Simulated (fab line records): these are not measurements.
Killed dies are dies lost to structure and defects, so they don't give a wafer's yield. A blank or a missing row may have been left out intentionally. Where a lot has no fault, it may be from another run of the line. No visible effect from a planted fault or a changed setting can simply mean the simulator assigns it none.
Which tool did it? + flow n5-finfet + 12 lots (36 wafers sampled), 1 step of a 1938-step route

== WHAT THE GAUGES SHOWED, per wafer ==
N5_BEOL_M14_INSPECT_55: inspects for defects (darkfield).
| lot  | measured     | on                | raw-defect-count |
|------|--------------|-------------------|------------------|
| L075 | day 11 12:14 | defect-inspect-01 | 57 57 50         |
| L076 | day 12 05:13 | defect-inspect-01 | 67 77 75         |
| L081 | day 12 22:54 | defect-inspect-01 | 87 41 35         |
| L079 | day 13 09:41 | defect-inspect-02 | 70 46 42         |
| L083 | day 13 11:44 | defect-inspect-02 | 60 54 54         |
| L086 | day 14 08:31 | defect-inspect-02 | 48 42 68         |
| L089 | day 14 16:29 | defect-inspect-02 | 77 118 51        |
| L088 | day 14 20:05 | defect-inspect-02 | 78 62 64         |
| L091 | day 15 14:59 | defect-inspect-01 | 33 31 39         |
| L092 | day 15 22:49 | defect-inspect-01 | 45 63 36         |
| L095 | day 17 05:19 | defect-inspect-02 | 40 47 44         |
| L096 | day 17 09:32 | defect-inspect-01 | 83 88 52         |

== WHICH TOOL RAN EACH LOT (tool, then ch and the chambers of the sampled wafers, then the start) ==
The record holds no process step before these readings.

== THE ANSWER, worked out from the rows above alone ==
Rule: the lots themselves supply what counts as usual. The widest of any qualifying gaps counts: lots, ordered by their means at a reading, are off when they make up no more than a third of the lots, leave a main group of 4 or more, and stand apart from it by 3 or more times the standard deviation of that group's means. A main group is skipped when, at the precision printed for the reading in the tables above, its means are all equal. A lot without any number at a reading at which 4 lots or more have one is off too. All remaining lots with rows at the step are treated as sound.
No lot is off on any of the readings shown, so nothing can be concluded from this.

== WHAT HAD BEEN PUT IN BY THE SIMULATOR ==
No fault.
